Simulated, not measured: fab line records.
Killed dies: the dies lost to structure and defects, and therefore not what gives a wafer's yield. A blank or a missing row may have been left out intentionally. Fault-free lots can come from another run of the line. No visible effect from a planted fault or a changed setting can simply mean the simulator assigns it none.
Which tool did it? -- flow nand-harc -- 24 lots, 72 wafers sampled, at 4 steps of a route of 1302

## WHAT THE GAUGES SHOWED, per wafer
NHARC_A_ONON_D2_THK_MEAS_27: measures by ellipsometry.
lot,measured,on,thk-nm (nm)
L075,day 13 16:50,film-metro-01,997 996 996
L074,day 13 16:41,film-metro-01,1008 1009 1008
L077,day 13 16:42,film-metro-01,990 990 991
L076,day 13 17:03,film-metro-01,1026 1028 1028
L078,day 14 20:26,film-metro-01,1002 1003 1003
L079,day 14 20:25,film-metro-02,988 985 984
L081,day 15 16:37,film-metro-02,1006 1005 1005
L080,day 15 16:38,film-metro-01,1006 1005 1005
L082,day 16 10:20,film-metro-02,996 998 998
L083,day 16 10:20,film-metro-01,991 992 990
L084,day 17 04:04,film-metro-01,981 980 981
L086,day 17 15:16,film-metro-01,1008 1007 1008
L085,day 17 15:16,film-metro-02,1009 1010 1008
L087,day 18 18:08,film-metro-01,1016 1015 1016
L088,day 18 18:07,film-metro-01,1006 1007 1008
L089,day 18 18:07,film-metro-02,999 996 998
L090,day 19 15:11,film-metro-02,1027 1028 1028
L091,day 19 15:13,film-metro-01,1006 1005 1008
L092,day 20 04:49,film-metro-02,1001 999 1000
L093,day 20 18:37,film-metro-01,1009 1008 1007
L094,day 21 02:07,film-metro-01,996 995 997
L096,day 21 23:32,film-metro-02,979 979 979
L097,day 22 06:04,film-metro-02,1012 1009 1012
L095,day 22 06:04,film-metro-01,1004 1005 1005

NHARC_A_CHANNEL_HOLE_D2_CD_MEAS_18.
lot,measured,on,cd-nm (nm)
L075,day 14 01:51,cd-sem-03,107 95 98
L074,day 13 23:36,cd-sem-02,99 97 104
L077,day 14 00:02,cd-sem-02,97 95 96
L076,day 14 04:01,cd-sem-03,96 95 109
L078,day 15 01:32,cd-sem-02,89 96 95
L079,day 15 01:41,cd-sem-01,96 103 100
L081,day 15 21:58,cd-sem-02,97 103 96
L080,day 15 21:54,cd-sem-01,96 105 93
L082,day 16 15:59,cd-sem-01,100 97 93
L083,day 16 15:19,cd-sem-03,98 92 96
L084,day 17 12:59,cd-sem-02,96 100 98
L086,day 17 21:32,cd-sem-02,100 100 98
L085,day 17 21:42,cd-sem-01,98 103 102
L087,day 19 02:52,cd-sem-01,91 97 96
L088,day 19 02:20,cd-sem-03,95 98 99
L089,day 19 04:04,cd-sem-02,94 103 103
L090,day 19 22:13,cd-sem-02,101 100 99
L091,day 20 00:20,cd-sem-01,100 101 94
L092,day 20 09:56,cd-sem-02,95 102 100
L093,day 20 23:44,cd-sem-03,96 100 99
L094,day 21 09:44,cd-sem-03,95 95 93
L096,day 22 05:02,cd-sem-01,95 101 99
L097,day 22 13:47,cd-sem-01,95 100 99
L095,day 22 11:53,cd-sem-01,100 99 99

## EACH LOT AND THE TOOL THAT RAN IT (in order: tool; ch and the chambers of the sampled wafers; start)
lot,NHARC_A_DECK1_JOINT_CMP_13,NHARC_A_CHANNEL_HOLE_D2_ETCH_34
L075,"cmp-04 ch 0,1, day 11 20:54","rie-diel-08 ch 0,2, day 14 01:51 or earlier"
L074,"cmp-03 ch 1,2, day 12 00:42","rie-diel-08 ch 0,1,2, day 13 23:36 or earlier"
L077,"cmp-02 ch 0,2, day 12 03:16","rie-diel-12 ch 0,1,3, day 14 00:02 or earlier"
L076,"cmp-03 ch 1,2,3, day 12 03:16","rie-diel-08 ch 1,2,3, day 14 04:01 or earlier"
L078,"cmp-02 ch 0,1,2, day 13 01:55","rie-diel-02 ch 0,1,3, day 15 01:32 or earlier"
L079,"cmp-04 ch 0,1,3, day 13 10:36","rie-diel-12 ch 1,2,3, day 15 01:41 or earlier"
L081,"cmp-04 ch 1,2,3, day 14 04:38","rie-diel-08 ch 1,2, day 15 21:58 or earlier"
L080,"cmp-03 ch 1,2,3, day 14 04:38","rie-diel-02 ch 1,2,3, day 15 21:54 or earlier"
L082,"cmp-02 ch 1,2,3, day 14 16:47","rie-diel-12 ch 0,2, day 16 15:59 or earlier"
L083,"cmp-04 ch 0,1, day 15 01:53","rie-diel-02 ch 1,2, day 16 15:19 or earlier"
L084,"cmp-04 ch 0,1, day 15 13:46","rie-diel-08 ch 0,3, day 17 12:59 or earlier"
L086,"cmp-04 ch 0,2,3, day 15 20:28","rie-diel-12 ch 1,3, day 17 21:32 or earlier"
L085,"cmp-03 ch 0,3, day 15 20:28","rie-diel-08 ch 0,1, day 17 21:42 or earlier"
L087,"cmp-03 ch 1,2, day 17 01:18","rie-diel-08 ch 0,1,2, day 19 02:52 or earlier"
L088,"cmp-02 ch 1,2, day 17 07:40","rie-diel-12 ch 2,3, day 19 02:20 or earlier"
L089,"cmp-03 ch 1,2,3, day 17 07:40","rie-diel-02 ch 1,2,3, day 19 04:04 or earlier"
L090,"cmp-02 ch 1,3, day 18 05:23","rie-diel-02 ch 2,3, day 19 22:13 or earlier"
L091,"cmp-03 ch 0,1,2, day 18 05:23","rie-diel-12 ch 0,2,3, day 20 00:20 or earlier"
L092,"cmp-03 ch 0,1,2, day 18 18:59","rie-diel-08 ch 1,2, day 20 09:56 or earlier"
L093,"cmp-03 ch 1,2,3, day 19 04:21","rie-diel-08 ch 0,2,3, day 20 23:44 or earlier"
L094,"cmp-02 ch 0,3, day 19 14:35","rie-diel-12 ch 0,1,3, day 21 09:44 or earlier"
L096,"cmp-03 ch 0,2,3, day 20 10:40","rie-diel-12 ch 0,1,2, day 22 05:02 or earlier"
L097,"cmp-02 ch 0,1,2, day 20 20:08","rie-diel-08 ch 0,1,3, day 22 13:47 or earlier"
L095,"cmp-04 ch 0,1,3, day 20 20:10","rie-diel-08 ch 0,1,3, day 22 11:53 or earlier"
- NHARC_A_DECK1_JOINT_CMP_13: polishes, target thk 51.023 nm.
- NHARC_A_CHANNEL_HOLE_D2_ETCH_34: etches the open film in CF4/CHF3, target depth 154 nm, time 77 s.

## AS READ BY THE TOOLS THEMSELVES (means over the sampled wafers that have a number; for cases with no such wafer, the mark the record gives instead)
NHARC_A_DECK1_JOINT_CMP_13.
lot,tool,motor-current-A (A),time-to-endpoint-s (s)
L075,cmp-04,11.8,10
L074,cmp-03,13.7,8
L077,cmp-02,13.6,10
L076,cmp-03,13.0,7
L078,cmp-02,13.2,15
L079,cmp-04,12.3,10
L081,cmp-04,12.9,10
L080,cmp-03,12.7,9
L082,cmp-02,12.6,15
L083,cmp-04,11.7,9
L084,cmp-04,11.8,8
L086,cmp-04,12.1,10
L085,cmp-03,12.3,6
L087,cmp-03,13.5,7
L088,cmp-02,12.5,12
L089,cmp-03,13.2,8
L090,cmp-02,12.3,12
L091,cmp-03,13.6,9
L092,cmp-03,13.6,10
L093,cmp-03,12.8,9
L094,cmp-02,13.7,8
L096,cmp-03,12.5,6
L097,cmp-02,13.4,14
L095,cmp-04,12.3,9

NHARC_A_CHANNEL_HOLE_D2_ETCH_34.
lot,tool,drypump-motor-current-A (A),oes-product-au (a.u.),rf-fwd-power-W (W),rf-vpp-V (V),showerhead-plenum-p-Torr (Torr),throttle-valve-pct (%)
L075,rie-diel-08,6.1,0.959,496.7,370.1,1.57,16.810
L074,rie-diel-08,6.1,0.973,497.1,371.2,1.58,16.806
L077,rie-diel-12,6.0,0.962,495.1,370.3,1.58,16.807
L076,rie-diel-08,6.3,0.965,497.0,370.9,1.59,16.805
L078,rie-diel-02,5.2,0.959,496.8,369.6,1.56,16.803
L079,rie-diel-12,5.9,0.976,497.6,371.1,1.58,16.791
L081,rie-diel-08,6.2,0.956,495.6,372.7,1.62,16.803
L080,rie-diel-02,5.1,0.956,496.2,368.7,1.51,16.797
L082,rie-diel-12,6.5,0.981,494.5,374.4,1.65,16.794
L083,rie-diel-02,5.4,0.922,495.5,369.4,1.53,16.801
L084,rie-diel-08,6.3,0.977,495.1,368.6,1.53,16.798
L086,rie-diel-12,5.7,0.950,494.7,370.2,1.55,16.804
L085,rie-diel-08,6.2,0.961,496.5,371.6,1.60,16.806
L087,rie-diel-08,6.1,0.943,496.3,370.9,1.58,16.789
L088,rie-diel-12,6.0,0.969,493.5,372.8,1.63,16.792
L089,rie-diel-02,5.1,0.964,496.1,368.9,1.51,16.812
L090,rie-diel-02,5.5,0.929,493.9,369.2,1.52,16.797
L091,rie-diel-12,6.2,0.970,493.6,372.4,1.63,16.811
L092,rie-diel-08,6.2,0.945,495.9,372.8,1.62,16.796
L093,rie-diel-08,6.2,0.952,496.3,369.6,1.55,16.800
L094,rie-diel-12,6.0,0.961,495.5,370.4,1.58,16.795
L096,rie-diel-12,6.2,0.935,495.7,372.1,1.61,16.796
L097,rie-diel-08,6.3,0.984,497.7,370.6,1.56,16.801
L095,rie-diel-08,6.2,0.984,496.0,370.3,1.56,16.804

## THE ANSWER, worked out from the rows above alone
Rule: the usual values come from the lots themselves. The widest of any qualifying gaps counts: lots, ordered by their means at a reading, are off when they make up no more than a third of the lots, leave a main group of 4 or more, and stand apart from it by 3 or more times the standard deviation of that group's means. If all means in a main group match to the digits the tables above print for the reading, that group is not used. Also off: a lot with no number at a reading for which 4 or more lots have one. The other lots that the step has rows for count as sound. After the gauges, taken in route order, come the tools' own readings; for these a lot's mean is taken, as printed above. At the first step where some lot is off, the reading lying furthest off is the one used; lots without a number count as furthest.
Nothing can be told from this: no lot is off at any reading shown.

## WHAT HAD BEEN PUT IN BY THE SIMULATOR
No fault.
